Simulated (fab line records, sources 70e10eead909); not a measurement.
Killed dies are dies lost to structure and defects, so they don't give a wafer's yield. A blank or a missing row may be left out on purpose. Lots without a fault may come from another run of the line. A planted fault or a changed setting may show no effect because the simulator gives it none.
Chamber matching | flow nand_harc | NHARC_A_CONTACT_ETCH_110 on rie_diel-03: 4 sister chambers
The step etches the open film in CF4/O2, target depth 50 nm, overetch 5 nm, time 27.5 s. 4 wafers are shown with their chamber, then 8 later ones without.

WAFERS WITH THEIR CHAMBER
wafer  | chamber | drypump_motor_current_A (A)
L088.2 | 0       | 5.9
L088.3 | 2       | 5.5
L088.6 | 3       | 6.7
L089.1 | 1       | 6.0

WAFERS WITHOUT THEIR CHAMBER
wafer  | drypump_motor_current_A (A)
L089.2 | 6.7
L089.5 | 5.5
L091.1 | 6.0
L091.4 | 5.9
L091.6 | 6.0
L092.1 | 5.9
L092.3 | 5.6
L092.4 | 5.9

WHICH CHAMBER EACH WENT THROUGH
wafer  | from the rows above | in truth
L089.2 | 3                   | 3
L089.5 | 2                   | 2
L091.1 | 1                   | 1
L091.4 | 0                   | 0
L091.6 | 1                   | 1
L092.1 | 0                   | 0
L092.3 | 2                   | 2
L092.4 | 0                   | 0
Placed correctly: 8 of 8. Can't be placed from these rows: 0. Placed wrongly: 0.
How it was worked out, from the rows above alone: a wafer's distance from a chamber is the root of the sum, over the readings, of the square of ((its reading less the chamber's mean) divided by the reading's scatter). The wafer belongs to the nearest chamber; if the next one is less than 2 further off, it can't be placed. A chamber's mean is the mean of its shown wafers. The scatter: with one shown wafer a chamber, the root of the mean of the squares of how far each hidden wafer lies from its nearest shown one.
